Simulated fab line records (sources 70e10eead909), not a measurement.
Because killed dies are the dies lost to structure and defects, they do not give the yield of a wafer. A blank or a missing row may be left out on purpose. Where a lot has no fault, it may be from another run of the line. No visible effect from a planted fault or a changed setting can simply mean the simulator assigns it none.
fab line records	flow nandHarc	part 1 of 2: steps 1 to 24 of 31
[record] lots = 5	wafers = 15	lastDay = 23
route steps=1159 shown A_CONTACT@920
lots with no fault: from the same line, run without faults
startH: start of the lot's first displayed wafer, in hours after the record's first day	waitH: hours elapsed since this lot's preceding step	" unchanged from the row above	L1.1+2: a row that stands for several wafers	- no value, or no start given	* or withheld: withheld	< > ~ a bound
route shown NAME@n: a module of which the file shows steps, and the number in the route of the first	usual: average and standard deviation across the fault-free wafers	same: alike in all rows	chamber/n: place in a boat	sites: readings site by site	_std_site: the standard deviation of these	_edge_site: mean of outer sites minus mean of inner sites	radiusMm: for every site, how far away it sits from the centre of the wafer	mask NAME#n: copy n	behind: tool/chamber where the wafer was last shaped	hold: reason for holding the lot/hours on hold/outcome of the hold	device: names the non-switching transistor (n, p or np)	end of line: the tests these same wafers got at the end of their route	where a step has no rows: the recipe by itself	killed: dies that structure and defects cost at the first sort, which is not the same as the wafer's yield	map: a wafer's dies, x killed, . not, _ none there
set.NAME: the run value of the setting; set.NAME@STEP: its run value at that earlier step	model.NAME: the simulator's own value behind a step, which no gauge read
lots seen at some steps along the route; tables by step, rows by wafer
services: from which hour (startH, from the record's first day; less than 0 if before it) a tool's chamber was out of use, for how many hours, and why
[[steps]]
[step NHARC_A_CONTACT_ETCH_106]
[recipe] targetDepthA = 600	overetchA = 60	timeS = 33	ionEnergyEv = 100	cf4FlowSccm = 80	o2FlowSccm = 20	arFlowSccm = 0	rfW = 300	biasW = 100	chemistry = CF4/O2
[usual] drypumpMotorCurrentA = 5.9/0.59	oesProductAu = 1.001/0.016	rfVppV = 197.6/1.7	showerheadPlenumPTorr = 1.32/0.065	throttleValvePct = 13.398/0.0089
[same] timeS = 33
lot.wafer	tool	chamber	startH	waitH	drypumpMotorCurrentA	oesProductAu	rfHoursCounterH	rfVppV	showerheadPlenumPTorr	throttleValvePct
L076.4	rieDiel-12	2	390.68	0.1	6.2	1.001	1	195.7	1.24	13.392
L076.2	"	3	"	"	6.0	0.999	1	195.3	1.25	13.400
L076.5	"	1	"	"	6.1	1.009	-	195.8	1.28	13.405
L078.2	rieDiel-13	3	395.73	0.1	6.3	1.015	46	201.3	1.38	13.393
L078.4	"	0	"	"	5.5	1.009	46	200.0	1.42	13.408
L078.6	"	3	"	"	6.3	1.018	-	200.6	1.38	13.407
L089.2	rieDiel-11	1	475.40	0.1	6.6	0.986	21	196.7	1.34	13.391
L089.6	"	3	"	"	6.3	1.009	-	198.1	1.30	13.399
L089.5	"	0	"	"	5.9	0.974	-	198.8	1.41	13.404
L091.3	rieDiel-12	1	476.82	0.1	6.0	1.003	32	198.2	1.28	13.408
L091.2	"	2	"	"	6.2	1.002	31	194.9	1.24	13.386
L091.1	"	3	"	"	6.0	0.991	33	197.5	1.24	13.399
L090.4	rieDiel-11	1	481.21	0.1	6.6	0.993	23	197.9	1.34	13.395
L090.2	"	3	"	"	6.3	1.018	21	197.0	1.30	13.389
L090.1	"	0	"	"	5.9	0.981	22	199.5	1.41	13.412
[step NHARC_A_CONTACT_STRIP_82]
[recipe] o2FlowSccm = 500	arFlowSccm = 0	biasW = 0	chemistry = O2
[usual] drypumpMotorCurrentA = 5.9/0.56	oesProductAu = 1.002/0.016	rfVppV = 57.7/1.1	showerheadPlenumPTorr = 3.51/0.17	throttleValvePct = 17.036/0.0091
lot.wafer	tool	chamber	startH	waitH	drypumpMotorCurrentA	oesProductAu	rfHoursCounterH	rfVppV	showerheadPlenumPTorr	throttleValvePct
L076.2	rieDiel-12	1	-	-	6.1	1.020	1	57.0	3.40	17.019
L076.4	"	2	"	"	6.2	1.005	1	56.8	3.30	17.033
L076.5	"	0	"	"	5.1	1.033	-	60.3	3.77	17.024
L078.4	rieDiel-13	3	-	-	6.3	1.015	46	57.8	3.65	17.024
L078.2	"	0	"	"	5.5	1.025	46	58.4	3.75	17.034
L078.6	"	3	"	"	6.3	1.019	-	57.8	3.65	17.041
L089.2	rieDiel-11	3	-	-	6.3	1.020	19	58.7	3.44	17.036
L089.5	"	3	"	"	6.3	1.010	-	58.3	3.44	17.032
L089.6	"	0	"	"	5.9	0.991	-	58.0	3.71	17.017
L091.2	rieDiel-12	2	-	-	6.2	0.997	31	56.5	3.28	17.037
L091.3	"	3	"	"	6.0	0.990	33	56.9	3.28	17.034
L091.1	"	1	"	"	6.0	0.993	32	57.8	3.38	17.034
L090.1	rieDiel-11	3	-	-	6.3	1.015	21	59.7	3.44	17.041
L090.4	"	0	"	"	6.0	0.996	22	59.8	3.71	17.038
L090.2	"	2	"	"	4.8	0.984	22	57.2	3.41	17.040
[step NHARC_A_CONTACT_STRIP_83]
[recipe] timeS = 600	tempC = 30	chemistry = postEtchResidueRemover
[same] timeS = 600
lot.wafer	tool	chamber	startH	waitH
L076.2+5+4	wetBench-04	2,3,6	391.07	-
L078.2+4+6	wetBench-07	4,5,0	396.12	-
L089.2+6+5	wetBench-07	5,0,1	475.77	-
L091.1+3+2	wetBench-04	0,3,4	477.20	-
L090.1+4+2	wetBench-06	1,3,4	481.59	-
[step NHARC_A_CONTACT_DEP_84]
[recipe] targetThkA = 20000	tempC = 400	material = aC
[usual] susceptorTempC = 400.00/0.27	throttleValvePct = 35.000/0.0098
lot.wafer	tool	chamber	startH	waitH	susceptorTempC	throttleValvePct
L076.2	aclDep-01	0	392.92	-	399.87	35.026
L076.4	"	0	"	"	399.90	34.977
L076.5	"	0	"	"	400.27	35.003
L078.2	aclDep-01	0	396.59	-	400.49	34.991
L078.4	"	0	"	"	400.41	35.009
L078.6	"	0	"	"	400.13	35.003
L089.2	aclDep-02	0	480.12	-	399.91	35.000
L089.5	"	0	"	"	399.92	34.998
L089.6	"	0	"	"	399.90	34.990
L091.1	aclDep-02	0	481.17	-	-	35.009
L091.2	"	0	"	"	-	34.988
L091.3	"	0	"	"	-	34.993
L090.1	aclDep-02	0	484.14	-	-	35.005
L090.2	"	0	"	"	-	34.979
L090.4	"	0	"	"	-	34.991
[step NHARC_A_CONTACT_DEP_85]
[recipe] targetThkA = 500	targetThkNm = 50	tempC = 400	pressureTorr = 3.5	flowSccm = 200	rfW = 350	material = SiON
[usual] heaterPowerW = 752/75	showerheadVppV = 1169/46	susceptorTempC = 400.00/0.22
lot.wafer	tool	chamber	startH	waitH	heaterPowerW	showerheadVppV	susceptorTempC
L076.2	pecvd-03	1	393.99	0.9	802	1196	399.56
L076.4	"	1	"	"	822	1184	399.63
L076.5	"	2	"	"	775	1107	399.76
L078.2	pecvd-01	2	397.69	0.9	683	1118	399.97
L078.6	"	1	"	"	769	1191	400.24
L078.4	"	2	"	"	706	1145	399.83
L089.2	pecvd-04	1	481.21	0.9	639	1223	400.35
L089.6	"	1	"	"	655	1210	400.00
L089.5	"	2	"	"	693	1175	400.09
L091.3	pecvd-04	2	482.42	0.6	619	1170	400.21
L091.2	"	0	"	"	586	1154	399.79
L091.1	"	1	"	"	787	1214	399.88
L090.1	pecvd-01	2	485.41	1.1	688	1132	400.00
L090.2	"	0	"	"	753	1154	400.10
L090.4	"	0	"	"	760	1145	400.05
[step NHARC_A_CONTACT_DEHYDRATE_00]
[recipe] tempC = 150	timeS = 120
[same] timeS = 120
lot.wafer	tool	chamber	startH	waitH
L076.2+4+5	lithoTrack-04	0	394.25	0.2
L078.2+4+6	lithoTrack-01	0	397.93	0.2
L089.2+5+6	lithoTrack-04	0	481.48	0.2
L091.1+2+3	lithoTrack-06	0	482.69	0.2
L090.1+2+4	lithoTrack-04	0	485.66	0.2
[step NHARC_A_CONTACT_HMDS_01]
[recipe] timeS = 30
[same] timeS = 30
lot.wafer	tool	chamber	startH	waitH
L076.2+4+5	lithoTrack-04	0	-	-
L078.2+4+6	lithoTrack-01	0	-	-
L089.2+5+6	lithoTrack-04	0	-	-
L091.1+2+3	lithoTrack-06	0	-	-
L090.1+2+4	lithoTrack-04	0	-	-
[step NHARC_A_CONTACT_COAT_86]
[recipe] tempC = 260	timeS = 75
[same] timeS = 75
lot.wafer	tool	chamber	startH	waitH
L076.2+4+5	lithoTrack-04	0	-	-
L078.2+4+6	lithoTrack-01	0	-	-
L089.2+5+6	lithoTrack-04	0	-	-
L091.1+2+3	lithoTrack-06	0	-	-
L090.1+2+4	lithoTrack-04	0	-	-
[step NHARC_A_CONTACT_COAT_87]
[recipe] tempC = 225	timeS = 65
[same] timeS = 65
lot.wafer	tool	chamber	startH	waitH
L076.2+4+5	lithoTrack-04	0	-	-
L078.2+4+6	lithoTrack-01	0	-	-
L089.2+5+6	lithoTrack-04	0	-	-
L091.1+2+3	lithoTrack-06	0	-	-
L090.1+2+4	lithoTrack-04	0	-	-
[step NHARC_A_CONTACT_COAT_02]
[recipe] spinRpm = 1500	resistThkNm = 90
lot.wafer	tool	chamber	startH	waitH
L076.2+4+5	lithoTrack-04	0	-	-
L078.2+4+6	lithoTrack-01	0	-	-
L089.2+5+6	lithoTrack-04	0	-	-
L091.1+2+3	lithoTrack-06	0	-	-
L090.1+2+4	lithoTrack-04	0	-	-
[step NHARC_A_CONTACT_SOFTBAKE_03]
[recipe] tempC = 105	timeS = 55
[same] timeS = 55
lot.wafer	tool	chamber	startH	waitH
L076.2+4+5	lithoTrack-04	0	-	-
L078.2+4+6	lithoTrack-01	0	-	-
L089.2+5+6	lithoTrack-04	0	-	-
L091.1+2+3	lithoTrack-06	0	-	-
L090.1+2+4	lithoTrack-04	0	-	-
[step NHARC_A_CONTACT_EBR_04]
lot.wafer	tool	chamber	startH	waitH
L076.2+4+5	lithoTrack-04	0	-	-
L078.2+4+6	lithoTrack-01	0	-	-
L089.2+5+6	lithoTrack-04	0	-	-
L091.1+2+3	lithoTrack-06	0	-	-
L090.1+2+4	lithoTrack-04	0	-	-
[step NHARC_A_CONTACT_EXPOSE_05]
[recipe] na = 1.35	sigmaOuter = 0.8	doseMj = 84.24	maskId = A_CC
[same] na = 1.35
lot.wafer	tool	chamber	startH	waitH	mask
L076.2+4+5	arfiScanner-01	0	394.57	-	A_CC#0
L078.2+4+6	arfiScanner-02	0	398.24	-	A_CC#0
L089.2+5+6	arfiScanner-03	0	481.80	-	A_CC#0
L091.1+2+3	arfiScanner-02	0	483.00	-	A_CC#0
L090.1+2+4	arfiScanner-02	0	485.84	-	A_CC#0
[step NHARC_A_CONTACT_PEB_06]
[recipe] pebTempC = 100	pebTimeS = 65
lot.wafer	tool	chamber	startH	waitH
L076.2+4+5	lithoTrack-06	0	394.63	0.1
L078.2+4+6	lithoTrack-04	0	398.30	0.1
L089.2+5+6	lithoTrack-01	0	481.85	0.1
L091.1+2+3	lithoTrack-06	0	483.06	0.1
L090.1+2+4	lithoTrack-06	0	485.90	0.1
[step NHARC_A_CONTACT_DEVELOP_07]
[recipe] developTimeS = 35	devTempC = 23
[same] developTimeS = 35
lot.wafer	tool	chamber	startH	waitH
L076.2+4+5	lithoTrack-06	0	-	-
L078.2+4+6	lithoTrack-04	0	-	-
L089.2+5+6	lithoTrack-01	0	-	-
L091.1+2+3	lithoTrack-06	0	-	-
L090.1+2+4	lithoTrack-06	0	-	-
[step NHARC_A_CONTACT_CD_MEAS_08]
[recipe] targetCdNm = 100	landingEnergyEv = 500
[usual] cdNm = 100.4/0.66
lot.wafer	tool	chamber	startH	waitH	cdNm
L076.2	cdSem-02	0	394.71	-	100.8
L076.4	"	0	"	"	101.7
L076.5	"	0	"	"	100.6
L078.2	cdSem-03	0	398.38	-	99.6
L078.4	"	0	"	"	99.4
L078.6	"	0	"	"	101.0
L089.2	cdSem-01	0	481.94	-	99.8
L089.5	"	0	"	"	99.9
L089.6	"	0	"	"	98.9
L091.1	cdSem-01	0	483.14	-	101.1
L091.2	"	0	"	"	100.5
L091.3	"	0	"	"	100.4
L090.1	cdSem-03	0	485.98	-	100.9
L090.2	"	0	"	"	101.4
L090.4	"	0	"	"	101.0
[step NHARC_A_CONTACT_OVL_MEAS_09]
[usual] overlayXNm = 0.2/0.76	overlayYNm = -0.1/0.85
lot.wafer	tool	chamber	startH	waitH	overlayXNm	overlayYNm
L076.2	overlay-01	-	394.79	-	0.2	1.0
L076.4	"	-	"	"	0.3	0.6
L076.5	"	-	"	"	0.0	0.4
L078.2	overlay-01	-	398.47	-	-0.1	1.0
L078.4	"	-	"	"	-0.1	0.9
L078.6	"	-	"	"	-0.3	1.3
L089.2	overlay-02	-	482.02	-	-0.4	-1.1
L089.5	"	-	"	"	-0.5	-0.9
L089.6	"	-	"	"	0.1	-0.2
L091.1	overlay-01	-	483.23	-	1.1	-1.3
L091.2	"	-	"	"	0.1	-1.4
L091.3	"	-	"	"	1.1	-1.3
L090.1	overlay-01	-	486.07	-	1.5	-0.4
L090.2	"	-	"	"	2.4	-0.6
L090.4	"	-	"	"	1.3	-0.6
[step NHARC_A_CONTACT_INSPECT_10]
[usual] rawDefectCount = 28/13
lot.wafer	tool	chamber	startH	waitH	rawDefectCount
L076.2	defectInspect-02	-	394.83	0.0	24
L076.4	"	-	"	"	27
L076.5	"	-	"	"	34
L078.2	defectInspect-02	-	398.50	0.0	40
L078.4	"	-	"	"	31
L078.6	"	-	"	"	21
L089.2	defectInspect-01	-	482.06	0.0	47
L089.5	"	-	"	"	47
L089.6	"	-	"	"	55
L091.1	defectInspect-02	-	483.27	0.0	6
L091.2	"	-	"	"	13
L091.3	"	-	"	"	10
L090.1	defectInspect-01	-	486.11	0.0	54
L090.2	"	-	"	"	53
L090.4	"	-	"	"	57
[step NHARC_A_CONTACT_DESCUM_13]
[recipe] timeS = 3	o2FlowSccm = 200	arFlowSccm = 0	biasPowerW = 0	chemistry = O2
[usual] drypumpMotorCurrentA = 5.9/0.59	oesProductAu = 0.999/0.017	rfVppV = 57.9/0.9	showerheadPlenumPTorr = 1.90/0.096	throttleValvePct = 11.311/0.0083
[same] timeS = 3
lot.wafer	tool	chamber	startH	waitH	drypumpMotorCurrentA	oesProductAu	rfHoursCounterH	rfVppV	showerheadPlenumPTorr	throttleValvePct
L076.2	rieDiel-12	3	394.90	0.1	6.0	1.008	2	57.4	1.78	11.317
L076.4	"	1	"	"	6.1	1.012	1	57.5	1.84	11.308
L076.5	"	2	"	"	6.2	1.007	-	57.3	1.78	11.309
L078.4	rieDiel-12	2	398.56	0.1	6.2	1.004	3	57.9	1.78	11.308
L078.2	"	1	"	"	6.1	1.003	3	57.8	1.84	11.317
L078.6	"	3	"	"	6.0	0.996	-	57.3	1.78	11.315
L089.2	rieDiel-13	3	482.14	0.1	6.3	1.013	8	57.3	1.97	11.322
L089.6	"	0	"	"	5.5	1.012	-	58.6	2.03	11.322
L089.5	"	1	"	"	5.3	0.999	-	59.0	1.97	11.303
L091.3	rieDiel-13	0	483.33	0.1	5.5	1.024	8	59.5	2.03	11.310
L091.2	"	1	"	"	5.3	1.012	9	58.2	1.97	11.296
L091.1	"	3	"	"	6.3	1.021	8	59.6	1.97	11.313
L090.1	rieDiel-11	2	486.44	0.3	4.8	0.979	23	58.2	1.85	11.320
L090.2	"	3	"	"	6.3	1.025	22	57.7	1.86	11.318
L090.4	"	0	"	"	5.9	0.984	24	58.9	2.02	11.318
[step NHARC_A_CONTACT_ETCH_88]
[recipe] targetDepthA = 390	overEtchFrac = 0.3	timeS = 65	ionEnergyEv = 80	cf4FlowSccm = 150	arFlowSccm = 0	rfW = 300	biasW = 100	chemistry = CF4
[usual] drypumpMotorCurrentA = 5.9/0.59	oesProductAu = 1.000/0.017	rfVppV = 151.2/1.3	showerheadPlenumPTorr = 1.76/0.082	throttleValvePct = 13.284/0.0098
[same] timeS = 65
lot.wafer	tool	chamber	startH	waitH	drypumpMotorCurrentA	oesProductAu	rfHoursCounterH	rfVppV	showerheadPlenumPTorr	throttleValvePct
L076.4	rieDiel-12	1	394.98	0.1	6.0	1.019	1	149.0	1.70	13.280
L076.2	"	2	"	"	6.2	0.988	2	149.3	1.65	13.274
L076.5	"	2	"	"	6.2	0.998	-	151.0	1.65	13.285
L078.4	rieDiel-12	0	398.65	0.1	5.1	1.018	3	153.6	1.89	13.304
L078.2	"	2	"	"	6.2	0.989	3	149.6	1.65	13.303
L078.6	"	3	"	"	6.0	0.991	-	150.3	1.65	13.278
L089.2	rieDiel-13	0	482.20	0.1	5.5	1.018	8	151.8	1.87	13.280
L089.5	"	0	"	"	5.5	1.025	-	152.9	1.87	13.278
L089.6	"	1	"	"	5.3	1.003	-	152.8	1.82	13.281
L091.1	rieDiel-13	0	483.41	0.1	5.5	1.014	8	153.1	1.87	13.289
L091.2	"	1	"	"	5.3	1.000	9	151.8	1.82	13.299
L091.3	"	2	"	"	6.4	1.015	9	152.5	1.91	13.289
L090.1	rieDiel-11	2	486.89	0.4	4.8	0.958	23	151.5	1.71	13.300
L090.2	"	0	"	"	5.9	0.986	24	151.9	1.86	13.284
L090.4	"	1	"	"	6.6	0.990	24	152.5	1.77	13.276
[step NHARC_A_CONTACT_ETCH_89]
[recipe] targetDepthA = 2600	overEtchFrac = 0.3	timeS = 475.3	ionEnergyEv = 200	n2FlowSccm = 150	h2FlowSccm = 150	arFlowSccm = 0	rfW = 400	biasW = 150	chemistry = N2/H2
[usual] drypumpMotorCurrentA = 5.9/0.56	oesProductAu = 1.001/0.016	rfVppV = 430/3.1	showerheadPlenumPTorr = 2.03/0.11	throttleValvePct = 14.171/0.0089
[same] timeS = 475.3
lot.wafer	tool	chamber	startH	waitH	drypumpMotorCurrentA	oesProductAu	rfHoursCounterH	rfVppV	showerheadPlenumPTorr	throttleValvePct
L076.2	rieDiel-12	2	-	-	6.2	0.998	2	428	1.89	14.159
L076.4	"	3	"	"	6.0	1.011	2	427	1.89	14.167
L076.5	"	1	"	"	6.1	1.015	-	428	1.96	14.165
L078.2	rieDiel-12	1	-	-	6.0	1.006	3	428	1.96	14.183
L078.4	"	2	"	"	6.2	1.013	3	427	1.89	14.182
L078.6	"	0	"	"	5.1	1.023	-	433	2.19	14.168
L089.2	rieDiel-13	0	-	-	5.5	1.031	8	433	2.17	14.171
L089.6	"	3	"	"	6.3	1.023	-	434	2.10	14.182
L089.5	"	0	"	"	5.5	1.027	-	433	2.17	14.174
L091.3	rieDiel-13	3	-	-	6.3	1.013	9	432	2.10	14.191
L091.2	"	0	"	"	5.5	1.020	8	432	2.17	14.170
L091.1	"	1	"	"	5.3	0.998	9	432	2.10	14.169
L090.2	rieDiel-11	0	-	-	5.9	0.977	24	435	2.16	14.166
L090.4	"	2	"	"	4.8	0.966	23	427	1.97	14.187
L090.1	"	3	"	"	6.3	1.010	23	429	1.98	14.170
[step NHARC_A_CONTACT_ETCH_30]
[recipe] targetDepthA = 605	timeS = 30.2	cf4FlowSccm = 100	chf3FlowSccm = 30	arFlowSccm = 0	rfW = 500	biasW = 200	chemistry = CF4/CHF3
[usual] drypumpMotorCurrentA = 5.9/0.62	oesProductAu = 0.935/0.025	rfVppV = 370.5/2.6	showerheadPlenumPTorr = 1.57/0.074	throttleValvePct = 16.803/0.0094
[same] timeS = 30.2
lot.wafer	tool	chamber	startH	waitH	drypumpMotorCurrentA	oesProductAu	rfHoursCounterH	rfVppV	showerheadPlenumPTorr	throttleValvePct
L076.2	rieDiel-12	0	-	-	5.1	0.937	2	374.2	1.68	16.793
L076.4	"	1	"	"	6.0	0.937	2	368.7	1.52	16.806
L076.5	"	0	"	"	5.2	0.943	-	374.2	1.68	16.799
L078.2	rieDiel-12	0	-	-	5.1	1.001	3	374.5	1.68	16.821
L078.4	"	2	"	"	6.2	0.965	3	365.9	1.47	16.803
L078.6	"	1	"	"	6.0	0.989	-	369.3	1.51	16.801
L089.2	rieDiel-13	1	-	-	5.3	0.958	9	373.1	1.62	16.805
L089.5	"	2	"	"	6.4	0.978	-	374.8	1.70	16.810
L089.6	"	3	"	"	6.3	0.974	-	371.7	1.62	16.802
L091.2	rieDiel-13	2	-	-	6.4	0.941	9	373.3	1.70	16.807
L091.1	"	3	"	"	6.3	0.944	9	372.1	1.62	16.811
L091.3	"	0	"	"	5.5	0.947	8	373.6	1.66	16.787
L090.2	rieDiel-11	1	-	-	6.6	0.916	25	369.5	1.58	16.805
L090.4	"	2	"	"	4.8	0.895	23	369.2	1.52	16.795
L090.1	"	0	"	"	5.9	0.912	24	372.1	1.66	16.811
[step NHARC_A_CONTACT_ETCH_31]
[recipe] targetDepthA = 20000	overEtchFrac = 0.3	timeS = 520	ionEnergyEv = 150	o2FlowSccm = 400	cosFlowSccm = 20	arFlowSccm = 0	rfW = 500	biasW = 300	chemistry = O2/COS
[usual] drypumpMotorCurrentA = 5.9/0.59	oesProductAu = 0.999/0.016	rfVppV = 314.1/2.3	showerheadPlenumPTorr = 3.11/0.15	throttleValvePct = 28.330/0.0088
[same] timeS = 520
lot.wafer	tool	chamber	startH	waitH	drypumpMotorCurrentA	oesProductAu	rfHoursCounterH	rfVppV	showerheadPlenumPTorr	throttleValvePct
L076.4	rieDiel-12	3	-	-	6.0	0.997	2	311.7	2.92	28.323
L076.2	"	1	"	"	6.1	0.991	2	312.7	3.01	28.335
L076.5	"	0	"	"	5.1	1.008	-	316.7	3.34	28.320
L078.4	rieDiel-12	3	-	-	6.0	0.989	4	312.0	2.92	28.329
L078.2	"	0	"	"	5.1	1.019	3	318.0	3.34	28.348
L078.6	"	0	"	"	5.1	1.009	-	316.5	3.34	28.320
L089.2	rieDiel-13	1	-	-	5.3	1.009	9	315.4	3.21	28.330
L089.5	"	2	"	"	6.4	1.016	-	318.1	3.37	28.329
L089.6	"	3	"	"	6.3	1.017	-	317.5	3.21	28.341
L091.2	rieDiel-13	3	-	-	6.3	1.011	11	315.1	3.21	28.333
L091.1	"	0	"	"	5.5	1.018	10	316.6	3.30	28.326
L091.3	"	1	"	"	5.3	1.017	10	317.8	3.21	28.309
L090.2	rieDiel-11	2	-	-	4.8	0.973	23	313.7	3.02	28.336
L090.4	"	3	"	"	6.3	1.019	23	313.1	3.04	28.334
L090.1	"	1	"	"	6.6	0.997	25	312.9	3.13	28.319
[step NHARC_A_CONTACT_ETCH_134]
[recipe] sourceW = withheld	pressureMtorr = 20	biasV = withheld	timeS = 140	targetDepthA = 7000	arFlowSccm = withheld	c4f8FlowSccm = withheld	o2FlowSccm = withheld	chemistry = C4F8/O2/Ar
[same] timeS = 140
lot.wafer	tool	chamber	startH	waitH	rfHoursCounterH
L076.2	harCapEtch-03	1	395.91	-	87
L076.4	"	1	"	"	-
L076.5	"	0	"	"	-
L078.2	harCapEtch-02	1	399.59	-	16
L078.4	"	0	"	"	-
L078.6	"	0	"	"	-
L089.2	harCapEtch-01	1	483.11	-	77
L089.6	"	1	"	"	-
L089.5	"	0	"	"	-
L091.2	harCapEtch-02	0	485.70	-	31
L091.1	"	1	"	"	31
L091.3	"	0	"	"	-
L090.2	harCapEtch-02	0	487.79	-	32
L090.1	"	1	"	"	32
L090.4	"	1	"	"	-
